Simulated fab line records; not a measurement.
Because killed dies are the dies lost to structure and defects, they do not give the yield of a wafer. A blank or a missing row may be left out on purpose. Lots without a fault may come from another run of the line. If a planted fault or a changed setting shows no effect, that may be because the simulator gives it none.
Chamber matching | flow n5Finfet | rieDiel-04 running N5_BEOL_M7_STRIP_36: 4 sister chambers
The step strips in N2/H2. 16 wafers are shown with their chamber, then 8 later ones without.

## EACH WAFER AND ITS CHAMBER
wafer  | chamber | drypumpMotorCurrentA (A) | throttleValvePct (%) | showerheadPlenumPTorr (Torr)
L076.2 | 0       | 5.5                      | 24.07                | 2.53
L076.3 | 2       | 5.9                      | 23.49                | 2.50
L076.4 | 3       | 6.1                      | 23.51                | 2.48
L077.2 | 3       | 6.1                      | 23.51                | 2.48
L077.4 | 1       | 5.4                      | 23.75                | 2.45
L077.5 | 3       | 6.1                      | 23.54                | 2.48
L085.1 | 1       | 5.4                      | 23.79                | 2.45
L085.3 | 3       | 6.1                      | 23.53                | 2.48
L085.6 | 0       | 5.5                      | 24.11                | 2.53
L086.1 | 0       | 5.5                      | 24.09                | 2.52
L086.5 | 3       | 6.1                      | 23.55                | 2.47
L086.6 | 2       | 6.0                      | 23.24                | 2.48
L089.3 | 0       | 5.6                      | 24.11                | 2.52
L089.4 | 3       | 6.1                      | 23.57                | 2.47
L089.6 | 2       | 6.0                      | 23.23                | 2.48
L094.1 | 1       | 5.4                      | 23.86                | 2.44

SIGNATURES (means of the wafers above)
reading               | chamber 0 | chamber 1 | chamber 2 | chamber 3 | scatter within a chamber
drypumpMotorCurrentA  | 5.525     | 5.400     | 5.967     | 6.100     | 0.0344
throttleValvePct      | 24.0950   | 23.8000   | 23.3200   | 23.5350   | 0.0667
showerheadPlenumPTorr | 2.5250    | 2.4467    | 2.4867    | 2.4767    | 0.00687
Rule: for a wafer and a chamber, the distance is found by dividing, reading by reading, the gap between the wafer's reading and the chamber's mean by the reading's scatter, squaring, summing and taking the root. The wafer belongs to the nearest chamber; if the next one is less than 2 further off, it can't be placed. The scatter: take each reading less its chamber's mean, square it, sum over the shown wafers, divide by the number of wafers less the number of chambers, and take the root.

## WAFERS WITH NO CHAMBER GIVEN
wafer  | drypumpMotorCurrentA (A) | throttleValvePct (%) | showerheadPlenumPTorr (Torr)
L094.4 | 6.0                      | 23.55                | 2.47
L094.5 | 6.0                      | 23.23                | 2.48
L091.3 | 5.4                      | 23.85                | 2.44
L091.5 | 5.5                      | 24.09                | 2.52
L091.6 | 6.1                      | 23.55                | 2.47
L090.2 | 6.0                      | 23.25                | 2.48
L090.4 | 5.5                      | 24.13                | 2.52
L090.5 | 5.4                      | 23.82                | 2.44

## THE CHAMBER EACH PASSED THROUGH
wafer  | from the rows above     | in truth
L094.4 | can't be placed: 3 or 2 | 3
L094.5 | 2                       | 2
L091.3 | 1                       | 1
L091.5 | 0                       | 0
L091.6 | 3                       | 3
L090.2 | 2                       | 2
L090.4 | 0                       | 0
L090.5 | 1                       | 1
Correctly placed: 7 of 8. Can't be placed from these rows: 1 (the true chamber is among the candidates in 1). Wrongly placed: 0.
